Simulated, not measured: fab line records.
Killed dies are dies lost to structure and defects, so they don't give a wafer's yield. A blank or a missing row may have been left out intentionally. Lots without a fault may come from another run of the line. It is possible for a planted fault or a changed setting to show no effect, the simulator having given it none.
Commonality check across tools / flow nandHarc / Sampled: 4 lots, 10 wafers

== WHY IT WAS OPENED ==
Flagged at NHARC_END_SORT_01: reading sort_bin_2_pct, on 2 of 4 lots. Fault-free wafers read 1.5 %, with a standard deviation of 0.61.
Rule: a lot gets a flag if all its wafers with a number sit over 4 standard deviations from that mean, or if no wafer of it has a number. The rest of the lots are taken to be sound.

lot=L464; measured=day 20 21:31; on=prober-02; sort_bin_2_pct (%), wafer by wafer=2.2 2.4 1.0; flag=
lot=L465; measured=day 22 01:18; on=prober-01; sort_bin_2_pct (%), wafer by wafer=32.8 32.8 36.6; flag=FLAGGED
lot=L468; measured=day 22 09:44; on=prober-02; sort_bin_2_pct (%), wafer by wafer=30.0 36.9 36.3; flag=FLAGGED
lot=L471; measured=day 22 21:36; on=prober-01; sort_bin_2_pct (%), wafer by wafer=1.9; flag=
On average the flagged lots' numbers are 34.2 %, which is +32.7 % against the usual, or +54 standard deviations.

== TOOL THAT RAN EACH LOT ==
The record holds 4 process steps before the reading, out of a route of 1159 steps. Read each cell as the tool, then ch plus the chambers that the sampled wafers visited, then the start.
lot=L464; flag=; NHARC_A_M0_ECD_22=ecdCu-01 ch 1, day 19 04:50; NHARC_THIN_TSV_CMP_01=cmp-03 ch 0,2,3, day 20 03:18; NHARC_THIN_TSV_STRIP_45=plasmaAsher-02 ch 1, day 20 05:30; NHARC_THIN_TSV_CMP_21=cmp-04 ch 0,1,3, day 20 08:47
lot=L465; flag=FLAGGED; NHARC_A_M0_ECD_22=ecdCu-01 ch 0,1, day 20 04:20; NHARC_THIN_TSV_CMP_01=cmp-04 ch 0,3, day 21 09:03; NHARC_THIN_TSV_STRIP_45=plasmaAsher-01 ch 0,1, day 21 11:17; NHARC_THIN_TSV_CMP_21=cmp-03 ch 0,1,2, day 21 14:43
lot=L468; flag=FLAGGED; NHARC_A_M0_ECD_22=ecdCu-01 ch 0,1, day 20 17:25; NHARC_THIN_TSV_CMP_01=cmp-02 ch 0,3, day 21 16:09; NHARC_THIN_TSV_STRIP_45=plasmaAsher-02 ch 0,1, day 21 18:31; NHARC_THIN_TSV_CMP_21=cmp-02 ch 0,2, day 21 21:48
lot=L471; flag=; NHARC_A_M0_ECD_22=ecdCu-02 ch 0, day 21 05:41; NHARC_THIN_TSV_CMP_01=cmp-03 ch 0,1,2, day 22 03:05; NHARC_THIN_TSV_STRIP_45=plasmaAsher-02 ch 0,1, day 22 05:20; NHARC_THIN_TSV_CMP_21=cmp-03 ch 1,3, day 22 08:35
What these steps do:
- NHARC_A_M0_ECD_22: material Cu, target thk 400 nm.
- NHARC_THIN_TSV_CMP_01: polishes.
- NHARC_THIN_TSV_STRIP_45: strips in O2.
- NHARC_THIN_TSV_CMP_21: polishes, t overpolish 30 s, target thk 2000 nm.
- NHARC_END_SORT_01

== FLAGGED OVER TOTAL, TOOL BY TOOL (the gauges that took the reading come last) ==
step=NHARC_A_M0_ECD_22; tool=ecdCu-01; lots run=3; flagged=2; share of the flagged lots=all; sound lots run after its first flagged lot=0
step=NHARC_A_M0_ECD_22; tool=ecdCu-02; lots run=1; flagged=0; share of the flagged lots=none; sound lots run after its first flagged lot=-
step=NHARC_THIN_TSV_CMP_01; tool=cmp-02; lots run=1; flagged=1; share of the flagged lots=some; sound lots run after its first flagged lot=0
step=NHARC_THIN_TSV_CMP_01; tool=cmp-03; lots run=2; flagged=0; share of the flagged lots=none; sound lots run after its first flagged lot=-
step=NHARC_THIN_TSV_CMP_01; tool=cmp-04; lots run=1; flagged=1; share of the flagged lots=some; sound lots run after its first flagged lot=0
step=NHARC_THIN_TSV_STRIP_45; tool=plasmaAsher-01; lots run=1; flagged=1; share of the flagged lots=some; sound lots run after its first flagged lot=0
step=NHARC_THIN_TSV_STRIP_45; tool=plasmaAsher-02; lots run=3; flagged=1; share of the flagged lots=some; sound lots run after its first flagged lot=1 (L471)
step=NHARC_THIN_TSV_CMP_21; tool=cmp-02; lots run=1; flagged=1; share of the flagged lots=some; sound lots run after its first flagged lot=0
step=NHARC_THIN_TSV_CMP_21; tool=cmp-03; lots run=2; flagged=1; share of the flagged lots=some; sound lots run after its first flagged lot=1 (L471)
step=NHARC_THIN_TSV_CMP_21; tool=cmp-04; lots run=1; flagged=0; share of the flagged lots=none; sound lots run after its first flagged lot=-
step=NHARC_END_SORT_01; tool=prober-01; lots run=2; flagged=1; share of the flagged lots=some; sound lots run after its first flagged lot=1 (L471)
step=NHARC_END_SORT_01; tool=prober-02; lots run=2; flagged=1; share of the flagged lots=some; sound lots run after its first flagged lot=0

== WHAT THE TABLE PERMITS ==
Rows of the table that ran each flagged lot: 1, that is ecdCu-01 at NHARC_A_M0_ECD_22.
- ecdCu-01 at NHARC_A_M0_ECD_22 ran 3 lots, 2 of them flagged. Last sound lot L464 at day 19 04:50, first flagged lot L465 at day 20 04:20; a fault beginning in between fits.
ecdCu-01 at NHARC_A_M0_ECD_22 is the single tool remaining.

== WHAT HAD BEEN PUT IN BY THE SIMULATOR ==
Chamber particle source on ecdCu-01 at NHARC_A_M0_ECD_22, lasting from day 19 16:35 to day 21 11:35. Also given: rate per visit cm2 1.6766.
Struck lots among those shown: L465, L468. The same result came from the rule above.
